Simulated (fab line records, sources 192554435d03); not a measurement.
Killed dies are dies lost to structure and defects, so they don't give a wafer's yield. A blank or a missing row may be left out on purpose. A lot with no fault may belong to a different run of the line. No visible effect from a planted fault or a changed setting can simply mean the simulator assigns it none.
fab line records	flow n5Finfet
[record] lots = 7	wafers = 21	lastDay = 17
route steps=1938 shown BEOL_M9@1419
lots that met no fault: taken from a fault-free run of the same line
startH: the number of hours between the record's first day and the start of the first shown wafer of the lot	waitH: hours since the lot's step before	" same as the row above	L1.1+2: one row covering several wafers at once	- no value, or no start was given	* or withheld: withheld	< > ~ a bound
route shown NAME@n: NAME is a module with steps in the file, n the number in the route of the first one	usual: mean/standard deviation taken from wafers without a fault	same: alike in all rows	chamber/n: place in a boat	sites: per-site readings	_std_site: how widely they spread, as a standard deviation	_edge_site: outer sites' mean less inner sites'	radiusMm: how far each site lies from the wafer's centre	mask NAME#n: copy n	behind: tool/chamber where the wafer was last shaped	hold: what put the lot on hold/how long, in hours/how the hold closed	device: the transistor (n, p or np) that didn't switch	end of line: the same wafers' tests at the end of the route	a step with no rows: only its recipe	killed: not the wafer's yield, but the dies lost to structure and defects at the first sort	map: a wafer's dies, marking killed ones x, the rest . and places with no die _
set.NAME: the run value of the setting; set.NAME@STEP: its run value at that earlier step	model.NAME: the simulator's own value behind a step, which no gauge read
lots seen at some steps along the route; tables by step, rows by wafer
services: the hour from which a tool's chamber was out of use, counted from the record's first day as startH (under 0 if before that day), plus the number of hours and why
[[steps]]
[step N5_BEOL_M9_ETCH_62]
[recipe] chemistry = N2/H2	target = SOC	targetDepthA = 1100	overetchA = 220	maskMaterial = SiARC	tempC = 40	timeS = 165	ionEnergyEv = 200	pressureMtorr = 30	sourceW = 840	biasW = 150	n2FlowSccm = 200	h2FlowSccm = 200
[usual] drypumpMotorCurrentA = 5.7/0.35	oesProductAu = 0.64/0.069	rfVppV = 523.5/2.5	showerheadPlenumPTorr = 2.53/0.081	tempC = 40.00/0.1	throttleValvePct = 17.91/0.25
lot.wafer	tool	chamber	startH	waitH	drypumpMotorCurrentA	oesProductAu	rfHoursCounterH	rfVppV	showerheadPlenumPTorr	tempC	throttleValvePct
L688.1	rieDiel-03	3	224.24	0.0	5.3	0.63	194	526.5	2.62	40.01	17.88
L688.3	"	1	"	"	5.8	0.63	196	523.3	2.52	40.00	18.01
L688.4	"	0	"	"	5.7	0.61	160	526.2	2.66	40.09	18.13
L694.2	rieDiel-01	3	260.92	0.0	5.8	0.60	204	519.4	2.42	39.87	17.83
L694.5	"	3	"	"	5.8	0.61	-	520.8	2.42	40.05	17.86
L694.6	"	2	"	"	6.3	0.61	-	523.7	2.53	39.95	18.06
L701.1	rieDiel-04	0	295.93	0.0	4.7	0.57	237	519.6	2.41	39.89	18.23
L701.3	"	2	"	"	5.7	0.59	221	525.1	2.62	40.02	17.56
L701.4	"	0	"	"	4.7	0.57	-	521.6	2.41	40.04	18.22
L700.2	rieDiel-03	0	300.71	0.0	5.7	0.60	184	527.0	2.65	40.12	18.20
L700.3	"	1	"	"	5.7	0.61	219	523.2	2.51	40.08	18.06
L700.4	"	2	"	"	5.4	0.61	205	519.8	2.41	40.19	18.16
L702.3	rieDiel-01	0	312.39	0.0	5.3	0.75	34	525.1	2.58	40.02	17.80
L702.4	"	2	"	"	6.2	0.60	-	523.8	2.52	39.87	18.07
L702.5	"	1	"	"	6.0	0.70	-	522.8	2.56	39.90	17.45
L705.4	rieDiel-04	3	325.82	0.0	5.9	0.82	5	520.5	2.49	39.99	17.87
L705.5	"	2	"	"	5.7	0.59	-	525.5	2.61	39.90	17.59
L705.6	"	1	"	"	6.1	0.74	-	522.1	2.48	40.05	17.62
L708.2	rieDiel-04	3	340.65	0.0	5.9	0.79	10	522.2	2.49	40.18	17.87
L708.4	"	3	"	"	5.9	0.80	-	522.7	2.49	40.05	17.87
L708.6	"	1	"	"	6.1	0.73	-	522.3	2.48	39.92	17.63
[step N5_BEOL_M9_STRIP_68]
[recipe] chemistry = N2/H2	tempC = 40	n2FlowSccm = 200	h2FlowSccm = 200	rfFrequencyHz = 6e+07
[step N5_BEOL_M9_STRIP_67]
[recipe] chemistry = CF4	resist = SiARC	powerW = 300	biasPowerW = 75	pressureMtorr = 50	cf4FlowSccm = 150	rfFrequencyHz = 6e+07
[usual] cf4FlowSccm = 150.0/0.47	drypumpMotorCurrentA = 5.7/0.35	oesProductAu = 0.76/0.082	rfVppV = 271.1/1.5	showerheadPlenumPTorr = 1.79/0.05	throttleValvePct = 13.70/0.23
lot.wafer	tool	chamber	startH	waitH	cf4FlowSccm	drypumpMotorCurrentA	oesProductAu	rfHoursCounterH	rfVppV	showerheadPlenumPTorr	throttleValvePct
L688.1	rieDiel-03	3	224.39	0.0	150.3	5.2	0.74	194	272.7	1.85	13.89
L688.3	"	1	"	"	149.8	5.7	0.73	196	272.2	1.79	13.78
L688.4	"	0	"	"	149.1	5.7	0.72	160	273.8	1.85	13.82
L694.2	rieDiel-01	3	261.06	0.0	149.5	5.8	0.71	204	268.3	1.72	13.69
L694.5	"	3	"	"	150.1	5.8	0.72	-	268.0	1.72	13.67
L694.6	"	2	"	"	149.0	6.2	0.72	-	271.3	1.78	13.77
L701.1	rieDiel-04	0	296.07	0.0	149.8	4.7	0.67	237	268.8	1.68	13.76
L701.3	"	2	"	"	150.1	5.7	0.69	221	272.6	1.83	13.41
L701.4	"	0	"	"	149.9	4.7	0.67	-	269.1	1.68	13.78
L700.2	rieDiel-03	0	300.85	0.0	149.6	5.6	0.70	184	272.5	1.85	13.87
L700.3	"	1	"	"	150.4	5.7	0.72	219	271.0	1.78	13.84
L700.4	"	2	"	"	149.7	5.5	0.72	205	268.5	1.72	13.97
L702.3	rieDiel-01	0	312.54	0.0	150.4	5.2	0.89	34	273.4	1.84	13.61
L702.4	"	2	"	"	149.9	6.3	0.71	-	272.2	1.77	13.78
L702.5	"	1	"	"	149.8	6.0	0.83	-	270.6	1.81	13.27
L705.4	rieDiel-04	3	325.97	0.0	150.0	6.0	0.96	5	270.8	1.78	13.63
L705.5	"	2	"	"	150.4	5.7	0.69	-	272.5	1.83	13.45
L705.6	"	1	"	"	149.7	6.1	0.88	-	269.9	1.76	13.42
L708.2	rieDiel-04	3	340.79	0.0	149.1	5.9	0.95	10	270.4	1.77	13.64
L708.4	"	3	"	"	149.2	5.9	0.95	-	271.7	1.77	13.64
L708.6	"	1	"	"	149.8	6.1	0.86	-	269.6	1.76	13.44
[step N5_BEOL_M9_HM_OPEN_17]
[recipe] chemistry = Cl2/BCl3	targetDepthA = 200	overetchA = 60	target = TiN	maskMaterial = SOC	ionEnergyEv = 150	pressureMtorr = 10	icpW = 1000	biasW = 126	Cl2_flow_sccm = 53.25	bcl3FlowSccm = 21.75	Ar_flow_sccm = 25
[usual] drypumpMotorCurrentA = 6.1/0.34	oesProductAu = 0.69/0.035	throttleValvePct = 22.20/0.2
lot.wafer	tool	chamber	startH	waitH	drypumpMotorCurrentA	oesProductAu	rfHoursCounterH	throttleValvePct
L688.1	rieMetal-03	1	224.43	0.0	6.1	0.75	7	22.52
L688.3	"	1	"	"	6.1	0.75	-	22.50
L688.4	"	0	"	"	6.5	0.70	-	22.04
L694.2	rieMetal-02	0	261.10	0.0	6.4	0.64	49	21.92
L694.5	"	1	"	"	5.2	0.69	-	22.14
L694.6	"	0	"	"	6.4	0.64	-	21.90
L701.1	rieMetal-03	1	296.12	0.0	6.1	0.73	14	22.52
L701.3	"	1	"	"	6.1	0.73	-	22.53
L701.4	"	0	"	"	6.5	0.68	-	22.08
L700.2	rieMetal-02	0	300.89	0.0	6.4	0.64	51	21.90
L700.3	"	0	"	"	6.4	0.64	-	21.92
L700.4	"	1	"	"	5.2	0.69	-	22.13
L702.3	rieMetal-03	1	312.61	0.1	6.2	0.71	-	22.54
L702.4	"	0	"	"	6.4	0.67	-	22.11
L702.5	"	0	"	"	6.5	0.67	-	22.10
L705.4	rieMetal-01	0	326.04	0.1	5.8	0.65	-	22.09
L705.5	"	0	"	"	5.8	0.65	-	22.11
L705.6	"	1	"	"	5.8	0.64	-	22.19
L708.2	rieMetal-01	1	340.84	0.0	5.8	0.64	49	22.17
L708.4	"	0	"	"	5.8	0.64	-	22.09
L708.6	"	1	"	"	5.8	0.64	-	22.15
[step N5_BEOL_M9_STRIP_19]
[recipe] chemistry = O2	powerW = 400	tempC = 40	pressureMtorr = 30	rfFrequencyHz = 6e+07	biasPowerW = 0	overashFraction = 0.2	o2FlowSccm = 225
[usual] drypumpMotorCurrentA = 5.7/0.4	oesProductAu = 0.77/0.1	rfVppV = 3.7/0.57	showerheadPlenumPTorr = 2.09/0.062	tempC = 40.02/0.12	throttleValvePct = 16.76/0.27
lot.wafer	tool	chamber	startH	waitH	drypumpMotorCurrentA	oesProductAu	rfHoursCounterH	rfVppV	showerheadPlenumPTorr	tempC	throttleValvePct
L688.1	rieDiel-01	3	224.54	0.1	5.8	0.73	193	4.1	2.02	39.98	16.78
L688.3	"	1	"	"	6.0	0.86	43	3.2	2.11	39.94	16.23
L688.4	"	2	"	"	6.2	0.72	180	4.1	2.10	40.06	16.91
L694.2	rieDiel-01	0	261.31	0.2	5.3	0.95	18	3.9	2.15	39.88	16.75
L694.5	"	1	"	"	6.0	0.86	-	3.4	2.11	39.97	16.25
L694.6	"	2	"	"	6.3	0.71	-	4.0	2.10	39.93	16.96
L701.1	rieDiel-04	2	296.23	0.1	5.7	0.70	221	4.0	2.17	39.89	16.52
L701.3	"	1	"	"	6.0	0.91	37	3.4	2.04	40.01	16.44
L701.4	"	0	"	"	4.7	0.67	-	5.1	1.99	39.94	16.99
L700.2	rieDiel-01	3	301.12	0.2	5.8	0.69	217	5.4	2.01	40.01	16.82
L700.3	"	2	"	"	6.3	0.69	204	4.3	2.10	40.04	16.99
L700.4	"	0	"	"	5.3	0.91	30	3.3	2.15	39.89	16.76
L702.3	rieDiel-04	0	312.69	0.1	4.7	0.66	243	3.5	1.99	39.82	17.01
L702.4	"	2	"	"	5.7	0.69	227	3.3	2.16	39.98	16.52
L702.5	"	3	"	"	5.9	1.01	-	3.9	2.08	40.11	16.85
L705.4	rieDiel-01	0	326.23	0.2	5.2	0.90	36	4.4	2.15	40.12	16.76
L705.5	"	2	"	"	6.2	0.68	-	4.2	2.09	40.08	16.99
L705.6	"	3	"	"	5.8	0.70	-	3.1	2.01	40.03	16.85
L708.2	rieDiel-01	1	340.98	0.1	6.0	0.80	83	2.2	2.10	40.00	16.29
L708.4	"	2	"	"	6.3	0.68	220	4.2	2.09	40.09	17.02
L708.6	"	0	"	"	5.3	0.89	-	4.1	2.15	40.10	16.79
[step N5_BEOL_M9_CD_MEAS_18]
[recipe] pitchNm = 140	targetCdNm = 70
[usual] cdNm = 70.0/0.7
lot.wafer	tool	chamber	startH	waitH	cdNm
L688.1	cdSem-01	-	224.61	0.0	70.1
L688.3	"	-	"	"	70.5
L688.4	"	-	"	"	70.6
L694.2	cdSem-03	-	261.38	0.1	69.4
L694.5	"	-	"	"	69.9
L694.6	"	-	"	"	69.6
L701.1	cdSem-03	-	296.30	0.0	69.9
L701.3	"	-	"	"	69.7
L701.4	"	-	"	"	69.0
L700.2	cdSem-02	-	301.19	0.1	70.4
L700.3	"	-	"	"	70.1
L700.4	"	-	"	"	69.4
L702.3	cdSem-03	-	312.76	0.1	71.6
L702.4	"	-	"	"	70.0
L702.5	"	-	"	"	70.6
L705.4	cdSem-02	-	326.30	0.1	70.4
L705.5	"	-	"	"	69.3
L705.6	"	-	"	"	69.3
L708.2	cdSem-02	-	341.05	0.1	69.9
L708.4	"	-	"	"	70.4
L708.6	"	-	"	"	69.7
[step N5_BEOL_M9_COAT_63]
[recipe] resist = SOC	tempC = 250	timeS = 60	spinRpm = 1500	resistThkNm = 60
[step N5_BEOL_M9_COAT_64]
[recipe] resist = SiARC	tempC = 220	timeS = 60	spinRpm = 1500	resistThkNm = 12
[step N5_BEOL_M9_COAT_75]
[recipe] resist = underlayer	tempC = 205	timeS = 60	spinRpm = 1500	resistThkNm = 5
[step N5_BEOL_M9_COAT_22]
[recipe] resist = CAR-EUV	spinRpm = 1500	resistThkNm = 30
[step N5_BEOL_M9_EBR_24]
[recipe] solvent = PGMEA	ebrWidthMm = 1.5
[step N5_BEOL_M9_SOFTBAKE_23]
[recipe] tempC = 110	timeS = 60	resist = CAR-EUV
[step N5_BEOL_M9_EXPOSE_25]
[recipe] maskId = V8	na = 0.33	sourceShape = annular	sigmaInner = 0.4	sigmaOuter = 0.8	polarization = unpolarized	doseMj = 37.25
[usual] exposureDoseMJCm2 = 37.5/0.34	focusOffsetNm = 0.2/0.54
lot.wafer	tool	chamber	startH	waitH	mask	exposureDoseMJCm2	focusOffsetNm
L688.1	euvScanner-01	0	224.78	-	V8#0	37.1	0.3
L688.3	"	0	"	"	V8#0	37.1	-0.2
L688.4	"	0	"	"	V8#0	37.2	-0.3
L694.2	euvScanner-01	0	262.45	-	V8#0	37.1	0.2
L694.5	"	0	"	"	V8#0	37.2	0.3
L694.6	"	0	"	"	V8#0	37.1	0.3
L701.1	euvScanner-01	-	298.82	-	V8#0	-	-
L701.3	"	-	"	"	V8#0	-	-
L701.4	"	-	"	"	V8#0	-	-
L700.2	euvScanner-01	-	302.66	-	V8#0	-	-
L700.3	"	-	"	"	V8#0	-	-
L700.4	"	-	"	"	V8#0	-	-
L702.3	euvScanner-01	-	313.58	-	V8#0	-	-
L702.4	"	-	"	"	V8#0	-	-
L702.5	"	-	"	"	V8#0	-	-
L705.4	euvScanner-01	0	326.49	-	V8#0	37.9	0.4
L705.5	"	0	"	"	V8#0	37.9	0.4
L705.6	"	0	"	"	V8#0	37.9	0.2
L708.2	euvScanner-01	0	341.46	-	V8#0	37.9	0.3
L708.4	"	0	"	"	V8#0	37.8	-0.5
L708.6	"	0	"	"	V8#0	37.8	0.2
[step N5_BEOL_M9_PEB_26]
[recipe] pebTempC = 100	pebTimeS = 60	resist = CAR-EUV
[[services]]
tool	chamber	startH	hours	kind
rieDiel-01	1	203.57	15.6	repair
euvScanner-01	-	215.47	1.0	pm
euvScanner-01	-	237.32	4.6	pm
rieDiel-04	0	241.77	2.9	repair
rieDiel-03	3	243.02	4.6	repair
euvScanner-01	-	244.07	1.5	repair
euvScanner-01	0	246.54	-	calibration
rieMetal-03	-	249.95	2.8	pm
rieDiel-04	3	266.66	7.7	repair
euvScanner-01	-	288.36	-	calibration
rieDiel-04	3	288.44	-	clean
rieDiel-04	3	288.44	-	consumableReplace:focusRing
rieDiel-04	3	288.44	14.5	scheduledDown
rieDiel-04	3	288.44	14.5	ventCycle
rieMetal-02	-	293.03	1.4	pm
rieDiel-03	2	305.25	9.0	repair
rieDiel-01	3	312.30	7.9	repair
rieDiel-01	0	314.42	5.3	repair
rieDiel-01	0	332.02	2.5	repair
rieDiel-04	0	340.23	7.5	repair
rieDiel-04	2	341.48	8.4	repair
[[key]]
[firstSign] step = N5_BEOL_M9_EXPOSE_25	reading = toolRecord	direction = missing
effect none on later readings
metAt N5_BEOL_M9_EXPOSE_25
struckWafers L700.2,L700.3,L700.4,L701.1,L701.3,L701.4,L702.3,L702.4,L702.5
laterRowsLeftOut L700.2,L700.3,L700.4,L701.1,L701.3,L701.4,L702.3,L702.4,L702.5
sortLeftOut L700.2,L700.3,L700.4,L701.1,L701.3,L701.4,L702.3,L702.4,L702.5
onsetBetween 262.45 298.82
[fault] kind = skippedStepWhole	tool = euvScanner-01	chamber = -	onsetH = 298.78	steps = N5_BEOL_M9_EXPOSE_25	scope = struckLotsOnly
// sortLeftOut: the simulated sort isn't trusted on such a fault, so these wafers' sort isn't shown, and their yield isn't known
// laterRowsLeftOut: the simulator's readings of these wafers behind a module that went badly wrong aren't trusted and aren't shown, but for the sort
